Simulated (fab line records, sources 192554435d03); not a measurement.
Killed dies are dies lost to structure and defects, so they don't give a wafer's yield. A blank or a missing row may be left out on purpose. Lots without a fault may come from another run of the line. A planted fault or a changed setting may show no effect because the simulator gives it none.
Problem report in the 8D (eight disciplines) form, filled by code | flow n5_finfet | the parts of the form that need people (team, actions taken, sign-off) are left out

1. THE PROBLEM
spin_speed_rpm at N5_BEOL_M2_COAT_62 reads a mean of 1634.0 rpm on 6 wafers of 2 lots; wafers without a fault read 1499.9 rpm with a standard deviation of 1. That is +99 or more standard deviations from the usual mean.
The step: time 60 s, resist thk 12 nm.
First seen on wafer L555.2, day 10 12:14, on litho_track-02. The record holds 31 wafers of 11 lots with a number at this step. Rule for "out", or "out of limits": more than 4 standard deviations from the usual mean. The other wafers with a number count as sound.

2. WHAT IT IS AND WHAT IT IS NOT
question                    | is                     | is not
which readings at this step | spin_speed_rpm         | exhaust_pa, plate_temp_C
which lots                  | L555, L557             | L543, L544, L546, L548, L558, L560, L562, L563, L564
which wafers of those lots  | all that have a number | -
read on which tools         | litho_track-02         | litho_track-03, litho_track-04
when                        | from day 10 12:14      | up to then (12 sound wafers); but 13 sound wafers of L558, L560, L562, L563, L564 came after

3. SUSPECTS, AND WHAT RULES EACH OUT
Counting: a tool at a process step up to the reading stays a suspect if it ran every lot that is out and no sound lot after the first of them.
- litho_track-02 at N5_BEOL_M2_COAT_62 (time 60 s, resist thk 12 nm): kept. It ran every lot that is out, first L555 (day 10 12:14), and no sound lot after that; its last sound lot up to then is L548 (day 8 07:21). Its own readings are out on those wafers: spin_speed_rpm.
Left after counting: litho_track-02 at N5_BEOL_M2_COAT_62.

4. THE CAUSE (what the simulator had put in)
Process parameter drift: litho_track-02, from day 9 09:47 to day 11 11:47, at N5_BEOL_M2_COAT_62. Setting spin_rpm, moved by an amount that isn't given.
Counting left only this tool.

5. THE CHAIN OF EFFECTS, in route order
Each row: a reading whose mean over the struck wafers that have a number lies more than 3 standard deviations from the usual. Only readings for which the record gives a usual standard deviation are gone through. hours: the time from each lot's start at the first step in this table that gives one to its start at this step, as a median over the lots. sigmas: the change in usual standard deviations.
hours | step               | reading        | usual      | on struck wafers | change | sigmas
0     | N5_BEOL_M2_COAT_62 | spin_speed_rpm | 1499.9 rpm | 1634.0           | +134.1 | +99 or more
The process steps in it:
- N5_BEOL_M2_COAT_62: time 60 s, resist thk 12 nm.
Later measuring or inspecting steps at which every struck wafer that the step has a row for has a number for every such reading, and none has moved that far: N5_BEOL_M4_RC_MEAS_101.

6. WHAT WOULD HAVE CAUGHT IT SOONER
In this record the first reading out of limits was taken at day 10 12:14, 26 hours after the fault began at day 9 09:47.
